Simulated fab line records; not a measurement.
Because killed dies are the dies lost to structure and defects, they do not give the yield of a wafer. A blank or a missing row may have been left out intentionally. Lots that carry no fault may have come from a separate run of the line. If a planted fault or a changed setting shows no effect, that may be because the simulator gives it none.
fab line records ; flow nand_harc
record: lots: 24; wafers: 72; last_day: 24
route steps=1159 shown P_M0@283 P_M1@307 P_M2@344 P_BONDPAD@365
lots that met no fault: from a run of the same line without faults
start_h: start of the lot's first displayed wafer, in hours after the record's first day ; wait_h: hours from the lot's prior step to this one ; " unchanged from the row above ; L1.1+2: a row that stands for several wafers ; - no value, or no start given ; * or withheld: withheld ; < > ~ a bound
route shown NAME@n: NAME is a module with steps in the file, n the number in the route of the first one ; usual: mean and standard deviation over wafers with no fault ; same: alike in all rows ; chamber/n: place in a boat ; sites: readings site by site ; _std_site: standard deviation of those values ; _edge_site: inner sites' mean taken away from outer sites' mean ; radius_mm: how far each site lies from the wafer's centre ; mask NAME#n: copy n ; behind: the most recent tool/chamber to have shaped the wafer ; hold: why the lot went on hold/how many hours it stayed there/how the hold came to an end ; device: transistor that didn't switch, given as n, p or np ; end of line: the tests these same wafers got at the end of their route ; for a step that has no rows: nothing shown but its recipe ; killed: not the wafer's yield, but the dies lost to structure and defects at the first sort ; map: a wafer's dies, x killed, . not, _ none there
set.NAME: setting as actually run; set.NAME@STEP: the setting as run at that earlier step ; model.NAME: the simulator's own value behind a step, which no gauge read
a sample of lots followed through the steps of the route, with each step as a table and each wafer as a row
services: from which hour (start_h, from the record's first day; less than 0 if before it) a tool's chamber was out of use, for how many hours, and why
== steps ==
step: NHARC_P_M0_PRE_CLEAN_31
recipe: time_s: 12; temp_c: 370; rf_power_w: 300; gas: NH3
usual: heater_power_outer_w: 355/44; heater_power_w: 603/57
lot.wafer;tool;chamber;start_h;wait_h;heater_power_outer_w;heater_power_w
L074.3;pecvd-04;1;121.84;0.1;298;514
L074.4;pecvd-04;2;121.84;0.1;362;590
L074.6;pecvd-04;0;121.84;0.1;334;539
L075.1;pecvd-04;0;131.01;0.1;310;528
L075.6;pecvd-04;0;131.01;0.1;325;524
L075.4;pecvd-04;2;131.01;0.1;414;636
L076.2;pecvd-03;0;131.52;0.1;341;621
L076.3;pecvd-03;1;131.52;0.1;355;611
L076.6;pecvd-03;0;131.52;0.1;360;618
L077.1;pecvd-02;0;140.65;0.1;359;655
L077.4;pecvd-02;0;140.65;0.1;360;639
L077.6;pecvd-02;2;140.65;0.1;319;598
L078.2;pecvd-02;1;142.44;0.1;433;684
L078.6;pecvd-02;2;142.44;0.1;286;539
L078.5;pecvd-02;0;142.44;0.1;281;542
L081.1;pecvd-04;0;157.52;0.1;312;540
L081.2;pecvd-04;2;157.52;0.1;388;640
L081.5;pecvd-04;0;157.52;0.1;319;520
L080.2;pecvd-03;0;158.45;0.1;315;586
L080.3;pecvd-03;2;158.45;0.1;322;557
L080.5;pecvd-03;1;158.45;0.1;297;537
L079.3;pecvd-03;0;159.15;0.2;384;663
L079.6;pecvd-03;2;159.15;0.2;382;643
L079.4;pecvd-03;0;159.15;0.2;382;667
L082.1;pecvd-04;0;165.47;0.2;343;570
L082.2;pecvd-04;2;165.47;0.2;431;662
L082.4;pecvd-04;2;165.47;0.2;412;686
L083.1;pecvd-04;0;169.07;0.1;337;532
L083.4;pecvd-04;0;169.07;0.1;330;527
L083.5;pecvd-04;0;169.07;0.1;330;544
L084.3;pecvd-03;0;174.26;0.1;353;618
L084.4;pecvd-03;2;174.26;0.1;374;617
L084.6;pecvd-03;0;174.26;0.1;350;618
L087.3;pecvd-04;1;195.08;0.1;349;590
L087.1;pecvd-04;0;195.08;0.1;276;470
L087.5;pecvd-04;0;195.08;0.1;273;478
L086.1;pecvd-03;2;196.08;0.1;321;541
L086.2;pecvd-03;0;196.08;0.1;305;574
L086.4;pecvd-03;1;196.08;0.1;349;610
L085.1;pecvd-03;2;215.78;0.1;337;591
L085.2;pecvd-03;0;215.78;0.1;341;620
L085.5;pecvd-03;0;215.78;0.1;348;626
L088.3;pecvd-04;1;217.54;0.1;337;546
L088.4;pecvd-04;1;217.54;0.1;341;554
L088.6;pecvd-04;0;217.54;0.1;304;493
L090.1;pecvd-02;1;223.92;0.1;429;656
L090.2;pecvd-02;0;223.92;0.1;378;653
L090.6;pecvd-02;0;223.92;0.1;380;680
L089.6;pecvd-02;0;224.49;0.1;343;612
L089.5;pecvd-02;1;224.49;0.1;427;654
L089.4;pecvd-02;2;224.49;0.1;315;587
L091.3;pecvd-04;0;225.43;0.1;312;516
L091.2;pecvd-04;1;225.43;0.1;341;552
L091.6;pecvd-04;2;225.43;0.1;459;733
L094.1;pecvd-02;2;233.40;0.1;306;585
L094.2;pecvd-02;1;233.40;0.1;375;566
L094.4;pecvd-02;2;233.40;0.1;304;576
L093.2;pecvd-02;2;235.58;0.1;362;677
L093.6;pecvd-02;1;235.58;0.1;438;667
L093.5;pecvd-02;2;235.58;0.1;381;678
L092.3;pecvd-03;0;235.62;0.1;356;650
L092.2;pecvd-03;1;235.62;0.1;295;535
L092.6;pecvd-03;1;235.62;0.1;292;526
L095.3;pecvd-02;2;248.63;0.1;344;640
L095.2;pecvd-02;0;248.63;0.1;370;650
L095.4;pecvd-02;1;248.63;0.1;403;610
L096.1;pecvd-03;2;249.30;0.1;374;638
L096.3;pecvd-03;1;249.30;0.1;363;609
L096.4;pecvd-03;2;249.30;0.1;379;631
L097.5;pecvd-02;1;257.76;0.1;380;604
L097.4;pecvd-02;2;257.76;0.1;329;607
L097.6;pecvd-02;0;257.76;0.1;327;602
step: NHARC_P_M1_PVD_20
recipe: target_thk_a: 50; bias_v: 168.6; power_w: 15000; chamber_pressure_pa: 0.12; time_s: 8.06; substrate_temp_c: 50; material: TaN
usual: bias_v: 168.5/1.6; throttle_valve_pct: 30.2/1.1
lot.wafer;tool;chamber;start_h;wait_h;bias_v;throttle_valve_pct
L074.3;pvd_sputter-02;-;-;-;170.1;31.0
L074.4;pvd_sputter-02;-;-;-;169.4;28.8
L074.6;pvd_sputter-02;-;-;-;168.9;31.0
L075.1;pvd_sputter-03;-;-;-;166.1;30.2
L075.4;pvd_sputter-03;-;-;-;169.0;30.6
L075.6;pvd_sputter-03;-;-;-;170.1;30.1
L076.2;pvd_sputter-02;-;-;-;167.1;28.3
L076.3;pvd_sputter-02;-;-;-;167.0;28.8
L076.6;pvd_sputter-02;-;-;-;164.9;30.8
L077.1;pvd_sputter-02;-;-;-;164.8;28.3
L077.4;pvd_sputter-02;-;-;-;168.5;30.9
L077.6;pvd_sputter-02;-;-;-;169.1;29.3
L078.2;pvd_sputter-01;-;-;-;169.1;30.4
L078.6;pvd_sputter-01;-;-;-;168.3;30.3
L078.5;pvd_sputter-01;-;-;-;169.1;30.6
L081.1;pvd_sputter-03;-;-;-;169.0;31.9
L081.2;pvd_sputter-03;-;-;-;169.9;29.5
L081.5;pvd_sputter-03;-;-;-;170.7;32.0
L080.3;pvd_sputter-03;-;-;-;168.5;32.0
L080.2;pvd_sputter-03;-;-;-;170.3;30.7
L080.5;pvd_sputter-03;-;-;-;168.5;31.7
L079.4;pvd_sputter-03;-;-;-;168.1;29.4
L079.3;pvd_sputter-03;-;-;-;165.4;30.5
L079.6;pvd_sputter-03;-;-;-;170.0;30.0
L082.1;pvd_sputter-01;-;-;-;164.5;31.3
L082.2;pvd_sputter-01;-;-;-;169.2;30.5
L082.4;pvd_sputter-01;-;-;-;167.7;30.4
L083.1;pvd_sputter-03;-;-;-;168.9;30.5
L083.4;pvd_sputter-03;-;-;-;165.7;29.4
L083.5;pvd_sputter-03;-;-;-;170.4;31.9
L084.4;pvd_sputter-03;-;-;-;168.3;29.2
L084.3;pvd_sputter-03;-;-;-;168.1;30.2
L084.6;pvd_sputter-03;-;-;-;165.6;29.9
L087.3;pvd_sputter-03;-;-;-;169.1;30.0
L087.1;pvd_sputter-03;-;-;-;169.2;29.3
L087.5;pvd_sputter-03;-;-;-;168.2;30.0
L086.1;pvd_sputter-01;-;-;-;169.9;30.4
L086.4;pvd_sputter-01;-;-;-;167.2;30.2
L086.2;pvd_sputter-01;-;-;-;168.8;31.8
L085.1;pvd_sputter-01;-;-;-;168.8;31.4
L085.2;pvd_sputter-01;-;-;-;167.1;30.4
L085.5;pvd_sputter-01;-;-;-;169.1;30.7
L088.3;pvd_sputter-01;-;-;-;171.7;31.7
L088.4;pvd_sputter-01;-;-;-;166.9;29.0
L088.6;pvd_sputter-01;-;-;-;169.2;31.4
L090.2;pvd_sputter-01;-;-;-;166.3;31.3
L090.1;pvd_sputter-01;-;-;-;167.6;30.7
L090.6;pvd_sputter-01;-;-;-;171.0;30.7
L089.4;pvd_sputter-03;-;-;-;167.1;30.1
L089.6;pvd_sputter-03;-;-;-;169.0;29.7
L089.5;pvd_sputter-03;-;-;-;171.2;30.4
L091.2;pvd_sputter-03;-;-;-;166.5;30.5
L091.3;pvd_sputter-03;-;-;-;166.9;32.0
L091.6;pvd_sputter-03;-;-;-;167.1;29.9
L094.2;pvd_sputter-02;-;-;-;170.0;31.4
L094.1;pvd_sputter-02;-;-;-;167.7;29.2
L094.4;pvd_sputter-02;-;-;-;168.4;28.4
L093.2;pvd_sputter-02;-;-;-;171.3;28.1
L093.5;pvd_sputter-02;-;-;-;167.0;28.6
L093.6;pvd_sputter-02;-;-;-;169.6;31.1
L092.2;pvd_sputter-03;-;-;-;170.6;31.9
L092.3;pvd_sputter-03;-;-;-;169.2;30.4
L092.6;pvd_sputter-03;-;-;-;167.4;30.1
L095.3;pvd_sputter-03;-;-;-;169.4;32.0
L095.4;pvd_sputter-03;-;-;-;167.8;29.8
L095.2;pvd_sputter-03;-;-;-;164.1;30.3
L096.3;pvd_sputter-03;-;-;-;171.1;30.2
L096.4;pvd_sputter-03;-;-;-;167.5;29.2
L096.1;pvd_sputter-03;-;-;-;166.2;30.2
L097.4;pvd_sputter-03;-;-;-;168.8;30.1
L097.6;pvd_sputter-03;-;-;-;169.3;29.9
L097.5;pvd_sputter-03;-;-;-;169.7;29.0
step: NHARC_P_M2_CMP_23
recipe: t_overpolish_s: 20; target_thk_nm: 144.3
usual: motor_current_A: 12.2/0.65; time_to_endpoint_s: 30.0/2.7
same: t_overpolish_s: 20
lot.wafer;tool;chamber;start_h;wait_h;motor_current_A;time_to_endpoint_s
L074.4;cmp-04;1;129.68;-;11.8;29.7
L074.3;cmp-04;3;129.68;-;10.6;29.1
L074.6;cmp-04;0;129.68;-;12.2;30.0
L075.1;cmp-03;2;138.79;-;12.7;27.1
L075.4;cmp-03;0;138.79;-;12.3;25.2
L075.6;cmp-03;2;138.79;-;12.8;28.3
L076.3;cmp-02;0;139.50;-;12.9;29.8
L076.2;cmp-02;1;139.50;-;12.1;31.1
L076.6;cmp-02;2;139.50;-;12.5;29.1
L077.1;cmp-02;3;148.47;-;12.0;31.6
L077.4;cmp-02;1;148.47;-;12.0;35.1
L077.6;cmp-02;3;148.47;-;12.0;31.9
L078.2;cmp-04;2;150.23;-;12.8;25.1
L078.6;cmp-04;0;150.23;-;12.8;29.5
L078.5;cmp-04;1;150.23;-;12.0;28.9
L081.2;cmp-04;3;165.60;-;10.8;31.7
L081.1;cmp-04;0;165.60;-;12.5;29.0
L081.5;cmp-04;2;165.60;-;11.4;28.7
L080.3;cmp-03;0;166.81;-;12.5;30.5
L080.2;cmp-03;1;166.81;-;11.3;28.6
L080.5;cmp-03;3;166.81;-;12.0;27.8
L079.3;cmp-03;1;168.01;-;11.4;25.6
L079.4;cmp-03;2;168.01;-;13.4;31.3
L079.6;cmp-03;0;168.01;-;12.5;30.3
L082.1;cmp-04;3;173.41;-;11.7;29.8
L082.4;cmp-04;0;173.41;-;13.2;28.6
L082.2;cmp-04;2;173.41;-;12.0;27.4
L083.1;cmp-03;2;176.99;-;13.0;29.8
L083.4;cmp-03;3;176.99;-;11.9;27.8
L083.5;cmp-03;2;176.99;-;13.1;31.3
L084.3;cmp-03;2;182.17;-;13.0;27.0
L084.4;cmp-03;0;182.17;-;13.0;27.7
L084.6;cmp-03;3;182.17;-;11.3;25.1
L087.3;cmp-02;0;202.71;-;12.5;31.0
L087.1;cmp-02;2;202.71;-;13.0;30.5
L087.5;cmp-02;0;202.71;-;13.4;35.1
L086.2;cmp-03;2;203.69;-;13.6;28.9
L086.4;cmp-03;3;203.69;-;11.9;24.1
L086.1;cmp-03;1;203.69;-;11.5;25.2
L085.2;cmp-04;3;223.92;-;10.8;31.3
L085.1;cmp-04;0;223.92;-;12.8;31.0
L085.5;cmp-04;2;223.92;-;11.6;29.4
L088.3;cmp-02;3;225.25;-;12.2;31.6
L088.4;cmp-02;0;225.25;-;12.8;31.4
L088.6;cmp-02;1;225.25;-;12.4;35.4
L090.2;cmp-04;1;231.71;-;11.9;32.0
L090.1;cmp-04;0;231.71;-;12.3;32.0
L090.6;cmp-04;1;231.71;-;12.3;30.5
L089.4;cmp-02;1;232.41;-;11.5;30.9
L089.5;cmp-02;1;232.41;-;12.0;31.0
L089.6;cmp-02;2;232.41;-;13.0;27.5
L091.3;cmp-02;0;233.46;-;12.7;32.2
L091.2;cmp-02;1;233.46;-;11.2;36.0
L091.6;cmp-02;3;233.46;-;12.6;33.7
L094.1;cmp-04;0;241.19;-;12.9;31.8
L094.4;cmp-04;1;241.19;-;12.2;30.7
L094.2;cmp-04;2;241.19;-;11.8;28.0
L093.2;cmp-04;0;243.16;-;13.1;31.8
L093.5;cmp-04;1;243.16;-;11.9;31.7
L093.6;cmp-04;2;243.16;-;12.0;30.0
L092.3;cmp-02;1;243.51;-;11.8;30.7
L092.2;cmp-02;2;243.51;-;12.6;26.1
L092.6;cmp-02;0;243.51;-;12.6;27.2
L095.4;cmp-04;1;256.19;-;12.2;32.8
L095.3;cmp-04;2;256.19;-;12.0;31.5
L095.2;cmp-04;3;256.19;-;10.7;34.2
L096.1;cmp-02;2;257.14;-;12.6;30.7
L096.4;cmp-02;3;257.14;-;11.6;33.6
L096.3;cmp-02;0;257.14;-;13.3;31.8
L097.4;cmp-02;3;265.48;-;12.0;31.6
L097.5;cmp-02;3;265.48;-;11.9;32.0
L097.6;cmp-02;0;265.48;-;13.2;29.7
step: NHARC_P_M2_THK_MEAS_24
recipe: thk_meas_gauge: xrf
usual: thk_nm: 144.8/1.6
lot.wafer;tool;chamber;start_h;wait_h;thk_nm
L074.3;film_metro-01;-;129.97;-;143.6
L074.4;film_metro-01;-;129.97;-;145.7
L074.6;film_metro-01;-;129.97;-;145.8
L075.1;film_metro-01;-;139.07;-;144.6
L075.4;film_metro-01;-;139.07;-;145.3
L075.6;film_metro-01;-;139.07;-;145.1
L076.2;film_metro-01;-;139.77;-;147.3
L076.3;film_metro-01;-;139.77;-;142.9
L076.6;film_metro-01;-;139.77;-;142.8
L077.1;film_metro-01;-;148.79;-;145.5
L077.4;film_metro-01;-;148.79;-;143.4
L077.6;film_metro-01;-;148.79;-;145.7
L078.2;film_metro-01;-;150.49;-;142.8
L078.5;film_metro-01;-;150.49;-;146.1
L078.6;film_metro-01;-;150.49;-;147.1
L081.1;film_metro-01;-;165.86;-;142.8
L081.2;film_metro-01;-;165.86;-;145.3
L081.5;film_metro-01;-;165.86;-;142.2
L080.2;film_metro-01;-;167.07;-;141.4
L080.3;film_metro-01;-;167.07;-;143.1
L080.5;film_metro-01;-;167.07;-;144.1
L079.3;film_metro-02;-;168.29;-;144.6
L079.4;film_metro-02;-;168.29;-;144.3
L079.6;film_metro-02;-;168.29;-;144.3
L082.1;film_metro-02;-;173.72;-;141.7
L082.2;film_metro-02;-;173.72;-;141.8
L082.4;film_metro-02;-;173.72;-;145.4
L083.1;film_metro-02;-;177.30;-;146.9
L083.4;film_metro-02;-;177.30;-;145.4
L083.5;film_metro-02;-;177.30;-;144.5
L084.3;film_metro-01;-;182.49;-;145.9
L084.4;film_metro-01;-;182.49;-;143.6
L084.6;film_metro-01;-;182.49;-;142.3
L087.1;film_metro-01;-;203.00;-;145.6
L087.3;film_metro-01;-;203.00;-;145.3
L087.5;film_metro-01;-;203.00;-;145.1
L086.1;film_metro-01;-;204.00;-;142.9
L086.2;film_metro-01;-;204.00;-;145.8
L086.4;film_metro-01;-;204.00;-;142.7
L085.1;film_metro-02;-;224.18;-;145.8
L085.2;film_metro-02;-;224.18;-;145.6
L085.5;film_metro-02;-;224.18;-;143.5
L088.3;film_metro-01;-;225.51;-;145.5
L088.4;film_metro-01;-;225.51;-;145.7
L088.6;film_metro-01;-;225.51;-;146.3
L090.1;film_metro-01;-;232.03;-;145.1
L090.2;film_metro-01;-;232.03;-;144.7
L090.6;film_metro-01;-;232.03;-;146.3
L089.4;film_metro-02;-;232.74;-;145.7
L089.5;film_metro-02;-;232.74;-;145.9
L089.6;film_metro-02;-;232.74;-;144.9
L091.2;film_metro-01;-;233.73;-;146.3
L091.3;film_metro-01;-;233.73;-;143.7
L091.6;film_metro-01;-;233.73;-;147.3
L094.1;film_metro-02;-;241.48;-;147.6
L094.2;film_metro-02;-;241.48;-;144.6
L094.4;film_metro-02;-;241.48;-;144.8
L093.2;film_metro-01;-;243.39;-;145.8
L093.5;film_metro-01;-;243.39;-;147.4
L093.6;film_metro-01;-;243.39;-;145.5
L092.2;film_metro-01;-;243.77;-;142.1
L092.3;film_metro-01;-;243.77;-;147.9
L092.6;film_metro-01;-;243.77;-;143.6
L095.2;film_metro-02;-;256.51;-;145.6
L095.3;film_metro-02;-;256.51;-;145.2
L095.4;film_metro-02;-;256.51;-;146.4
L096.1;film_metro-01;-;257.43;-;146.7
L096.3;film_metro-01;-;257.43;-;145.7
L096.4;film_metro-01;-;257.43;-;144.3
L097.4;film_metro-01;-;265.80;-;143.0
L097.5;film_metro-01;-;265.80;-;145.5
L097.6;film_metro-01;-;265.80;-;143.1
step: NHARC_P_BONDPAD_OVL_MEAS_38
usual: overlay_x_nm: 0/5.8; overlay_y_nm: 0/5.7
lot.wafer;tool;chamber;start_h;wait_h;overlay_x_nm;overlay_y_nm
L074.3;overlay-02;-;131.88;-;-9;-2
L074.4;overlay-02;-;131.88;-;-9;-2
L074.6;overlay-02;-;131.88;-;-9;-2
L075.1;overlay-02;-;141.10;-;-4;-4
L075.4;overlay-02;-;141.10;-;-4;-4
L075.6;overlay-02;-;141.10;-;-4;-4
L076.2;overlay-01;-;141.82;-;4;1
L076.3;overlay-01;-;141.82;-;4;0
L076.6;overlay-01;-;141.82;-;5;0
L077.1;overlay-02;-;151.00;-;0;0
L077.4;overlay-02;-;151.00;-;1;-1
L077.6;overlay-02;-;151.00;-;1;0
L078.2;overlay-02;-;152.51;-;-7;0
L078.5;overlay-02;-;152.51;-;-7;1
L078.6;overlay-02;-;152.51;-;-7;0
L081.1;overlay-02;-;167.90;-;4;-7
L081.2;overlay-02;-;167.90;-;4;-6
L081.5;overlay-02;-;167.90;-;4;-7
L080.2;overlay-01;-;169.11;-;3;5
L080.3;overlay-01;-;169.11;-;3;5
L080.5;overlay-01;-;169.11;-;3;5
L079.3;overlay-02;-;170.49;-;-6;11
L079.4;overlay-02;-;170.49;-;-7;11
L079.6;overlay-02;-;170.49;-;-6;12
L082.1;overlay-01;-;175.81;-;3;2
L082.2;overlay-01;-;175.81;-;3;2
L082.4;overlay-01;-;175.81;-;3;1
L083.1;overlay-02;-;179.21;-;-4;8
L083.4;overlay-02;-;179.21;-;-4;8
L083.5;overlay-02;-;179.21;-;-3;8
L084.3;overlay-02;-;184.47;-;3;-11
L084.4;overlay-02;-;184.47;-;3;-10
L084.6;overlay-02;-;184.47;-;3;-10
L087.1;overlay-02;-;204.89;-;-1;-7
L087.3;overlay-02;-;204.89;-;-1;-6
L087.5;overlay-02;-;204.89;-;-1;-7
L086.1;overlay-02;-;205.90;-;-10;1
L086.2;overlay-02;-;205.90;-;-11;0
L086.4;overlay-02;-;205.90;-;-11;0
L085.1;overlay-02;-;226.19;-;9;2
L085.2;overlay-02;-;226.19;-;9;2
L085.5;overlay-02;-;226.19;-;10;2
L088.3;overlay-02;-;227.58;-;12;2
L088.4;overlay-02;-;227.58;-;11;3
L088.6;overlay-02;-;227.58;-;11;3
L090.1;overlay-01;-;233.94;-;-1;-6
L090.2;overlay-01;-;233.94;-;-2;-6
L090.6;overlay-01;-;233.94;-;-1;-5
L089.4;overlay-02;-;234.68;-;9;4
L089.5;overlay-02;-;234.68;-;9;4
L089.6;overlay-02;-;234.68;-;8;4
L091.2;overlay-01;-;235.79;-;2;-11
L091.3;overlay-01;-;235.79;-;2;-11
L091.6;overlay-01;-;235.79;-;2;-11
L094.1;overlay-02;-;243.51;-;-6;7
L094.2;overlay-02;-;243.51;-;-6;7
L094.4;overlay-02;-;243.51;-;-6;7
L093.2;overlay-01;-;245.29;-;-2;8
L093.5;overlay-01;-;245.29;-;-1;8
L093.6;overlay-01;-;245.29;-;-1;8
L092.2;overlay-02;-;245.80;-;-3;-2
L092.3;overlay-02;-;245.80;-;-3;-2
L092.6;overlay-02;-;245.80;-;-3;-2
L095.2;overlay-01;-;258.63;-;-7;-3
L095.3;overlay-01;-;258.63;-;-7;-3
L095.4;overlay-01;-;258.63;-;-7;-3
L096.1;overlay-01;-;259.32;-;7;2
L096.3;overlay-01;-;259.32;-;8;2
L096.4;overlay-01;-;259.32;-;7;2
L097.4;overlay-01;-;268.04;-;1;2
L097.5;overlay-01;-;268.04;-;2;3
L097.6;overlay-01;-;268.04;-;2;3
step: NHARC_P_BONDPAD_STRIP_15
recipe: o2_flow_sccm: 500; ar_flow_sccm: 0; bias_w: 0; chemistry: O2
usual: drypump_motor_current_A: 5.9/0.36; oes_product_au: 1.002/0.009; rf_vpp_V: 57.9/0.83; showerhead_plenum_p_Torr: 3.61/0.13; throttle_valve_pct: 17.037/0.0096
lot.wafer;tool;chamber;start_h;wait_h;drypump_motor_current_A;oes_product_au;rf_hours_counter_h;rf_vpp_V;showerhead_plenum_p_Torr;throttle_valve_pct
L074.3;rie_diel-10;2;132.43;0.1;5.7;1.006;46;55.8;3.34;17.040
L074.4;rie_diel-10;3;132.43;0.1;5.4;1.000;47;58.4;3.62;17.045
L074.6;rie_diel-10;0;132.43;0.1;5.4;1.006;-;57.8;3.60;17.028
L075.1;rie_diel-02;2;141.62;0.1;5.7;1.000;13;57.8;3.44;17.045
L075.4;rie_diel-02;1;141.62;0.1;6.4;1.001;13;57.7;3.46;17.041
L075.6;rie_diel-02;2;141.62;0.1;5.7;0.993;-;56.8;3.44;17.032
L076.2;rie_diel-02;2;142.37;0.1;5.7;0.991;13;56.7;3.44;17.057
L076.3;rie_diel-02;3;142.37;0.1;6.1;1.005;9;58.6;3.72;17.049
L076.6;rie_diel-02;1;142.37;0.1;6.4;0.990;-;57.6;3.46;17.045
L077.1;rie_diel-10;0;151.70;0.2;5.4;1.014;56;56.5;3.59;17.038
L077.4;rie_diel-10;1;151.70;0.2;5.4;1.004;55;58.1;3.69;17.041
L077.6;rie_diel-10;1;151.70;0.2;5.4;1.017;-;57.9;3.69;17.026
L078.2;rie_diel-07;1;153.13;0.1;5.7;1.003;34;58.2;3.71;17.038
L078.5;rie_diel-07;2;153.13;0.1;5.2;1.018;-;59.1;3.79;17.032
L078.6;rie_diel-07;3;153.13;0.1;6.5;1.004;-;57.6;3.67;17.053
L081.2;rie_diel-02;3;168.42;0.1;6.1;1.006;2;57.9;3.72;17.019
L081.1;rie_diel-02;2;168.42;0.1;5.7;0.986;2;57.9;3.44;17.028
L081.5;rie_diel-02;3;168.42;0.1;6.1;1.005;-;57.3;3.72;17.031
L080.3;rie_diel-02;2;169.64;0.1;5.8;1.004;2;57.3;3.44;17.046
L080.2;rie_diel-02;3;169.64;0.1;6.1;1.020;2;57.5;3.72;17.047
L080.5;rie_diel-02;3;169.64;0.1;6.0;1.017;-;56.9;3.72;17.036
L079.3;rie_diel-07;1;171.01;0.1;5.6;1.007;41;58.9;3.70;17.052
L079.4;rie_diel-07;3;171.01;0.1;6.5;1.002;39;58.2;3.67;17.022
L079.6;rie_diel-07;1;171.01;0.1;5.7;1.012;-;57.5;3.70;17.042
L082.2;rie_diel-02;0;176.34;0.1;5.8;1.003;2;57.4;3.75;17.061
L082.1;rie_diel-02;1;176.34;0.1;6.4;1.005;3;57.5;3.46;17.022
L082.4;rie_diel-02;2;176.34;0.1;5.7;0.995;3;59.1;3.44;17.045
L083.1;rie_diel-07;3;179.89;0.1;6.5;1.012;42;58.2;3.67;17.042
L083.4;rie_diel-07;0;179.89;0.1;5.5;1.019;47;57.8;3.57;17.036
L083.5;rie_diel-07;0;179.89;0.1;5.6;1.007;-;58.7;3.57;17.040
L084.4;rie_diel-02;2;185.01;0.1;5.7;0.984;3;56.8;3.44;17.039
L084.3;rie_diel-02;3;185.01;0.1;6.1;0.992;3;59.4;3.72;17.032
L084.6;rie_diel-02;1;185.01;0.1;6.4;1.005;-;58.7;3.46;17.033
L087.3;rie_diel-02;3;205.44;0.1;6.1;1.011;5;58.4;3.72;17.027
L087.1;rie_diel-02;0;205.44;0.1;5.9;0.987;5;58.1;3.75;17.049
L087.5;rie_diel-02;1;205.44;0.1;6.4;1.007;-;57.3;3.46;17.039
L086.4;rie_diel-02;1;206.74;0.1;6.4;1.007;5;57.3;3.46;17.025
L086.2;rie_diel-02;2;206.74;0.1;5.7;0.997;6;58.3;3.44;17.040
L086.1;rie_diel-02;0;206.74;0.1;5.9;0.987;5;56.5;3.75;17.016
L085.2;rie_diel-07;0;226.75;0.1;5.6;1.015;63;58.4;3.56;17.030
L085.1;rie_diel-07;1;226.75;0.1;5.7;1.006;61;57.8;3.69;17.047
L085.5;rie_diel-07;1;226.75;0.1;5.7;1.007;-;57.5;3.69;17.035
L088.4;rie_diel-02;3;228.10;0.1;6.1;0.996;8;58.4;3.72;17.037
L088.3;rie_diel-02;0;228.10;0.1;5.8;0.976;7;57.8;3.75;17.030
L088.6;rie_diel-02;0;228.10;0.1;5.8;0.980;-;58.7;3.75;17.046
L090.2;rie_diel-02;3;234.51;0.1;6.0;1.011;8;57.7;3.72;17.037
L090.1;rie_diel-02;0;234.51;0.1;5.8;0.995;8;59.5;3.75;17.039
L090.6;rie_diel-02;2;234.51;0.1;5.7;1.006;-;57.3;3.44;17.028
L089.4;rie_diel-02;3;235.21;0.1;6.1;1.014;9;59.4;3.72;17.040
L089.5;rie_diel-02;2;235.21;0.1;5.7;1.008;-;59.1;3.44;17.048
L089.6;rie_diel-02;3;235.21;0.1;6.1;1.006;-;58.0;3.72;17.044
L091.2;rie_diel-02;0;236.32;0.1;5.8;0.985;8;57.2;3.75;17.047
L091.3;rie_diel-02;1;236.32;0.1;6.4;1.001;8;58.5;3.46;17.053
L091.6;rie_diel-02;0;236.32;0.1;5.8;0.992;-;58.5;3.75;17.020
L094.4;rie_diel-02;2;244.03;0.1;5.7;1.007;10;57.5;3.44;17.048
L094.1;rie_diel-02;3;244.03;0.1;6.1;1.007;10;60.1;3.72;17.020
L094.2;rie_diel-02;1;244.03;0.1;6.4;1.007;9;57.7;3.46;17.031
L093.2;rie_diel-07;1;245.82;0.1;5.7;1.002;2;58.9;3.69;17.035
L093.6;rie_diel-07;0;245.82;0.1;5.5;1.009;-;58.7;3.56;17.045
L093.5;rie_diel-07;1;245.82;0.1;5.7;0.991;-;58.3;3.69;17.027
L092.2;rie_diel-02;1;246.31;0.1;6.4;0.996;9;59.7;3.46;17.020
L092.3;rie_diel-02;0;246.31;0.1;5.8;0.982;9;58.9;3.75;17.056
L092.6;rie_diel-02;2;246.31;0.1;5.7;1.007;-;58.2;3.44;17.047
L095.3;rie_diel-07;0;259.41;0.1;5.5;1.011;7;58.0;3.56;17.043
L095.4;rie_diel-07;1;259.41;0.1;5.7;0.993;6;57.6;3.69;17.037
L095.2;rie_diel-07;3;259.41;0.1;6.5;0.993;7;57.6;3.65;17.018
L096.1;rie_diel-02;3;259.88;0.1;6.1;1.009;12;58.3;3.72;17.036
L096.3;rie_diel-02;1;259.88;0.1;6.4;1.014;11;58.6;3.45;17.025
L096.4;rie_diel-02;2;259.88;0.1;5.7;1.001;12;57.2;3.43;17.030
L097.4;rie_diel-02;3;268.55;0.1;6.1;1.018;13;59.2;3.72;17.056
L097.5;rie_diel-02;3;268.55;0.1;6.1;1.010;-;59.1;3.72;17.039
L097.6;rie_diel-02;0;268.55;0.1;5.9;0.988;-;57.5;3.75;17.045
== services ==
tool;chamber;start_h;hours;kind
pvd_sputter-03;-;102.00;10.0;pm
cmp-04;-;105.00;4.0;pm
pecvd-03;-;111.00;13.0;pm
rie_diel-07;3;112.13;6.7;repair
cmp-02;-;116.18;2.0;repair
pecvd-03;2;125.43;4.9;repair
cmp-02;-;128.50;4.0;pm
pecvd-03;2;141.84;4.6;repair
cmp-03;-;148.15;0.2;repair
rie_diel-02;-;150.71;9.0;pm
pecvd-02;-;153.53;13.0;pm
pecvd-04;1;153.72;23.2;repair
cmp-03;-;156.09;4.0;pm
pvd_sputter-01;-;158.02;10.0;pm
cmp-02;-;165.03;5.0;repair
cmp-03;-;179.68;2.0;repair
pecvd-03;-;189.66;0.6;repair
pecvd-04;-;195.42;13.0;pm
cmp-04;-;203.01;4.0;pm
pecvd-02;-;219.77;1.0;repair
rie_diel-02;3;222.69;4.1;repair
cmp-02;-;226.50;4.0;pm
pvd_sputter-03;-;249.30;1.1;repair
cmp-02;-;257.49;0.6;repair
== key ==
fault none
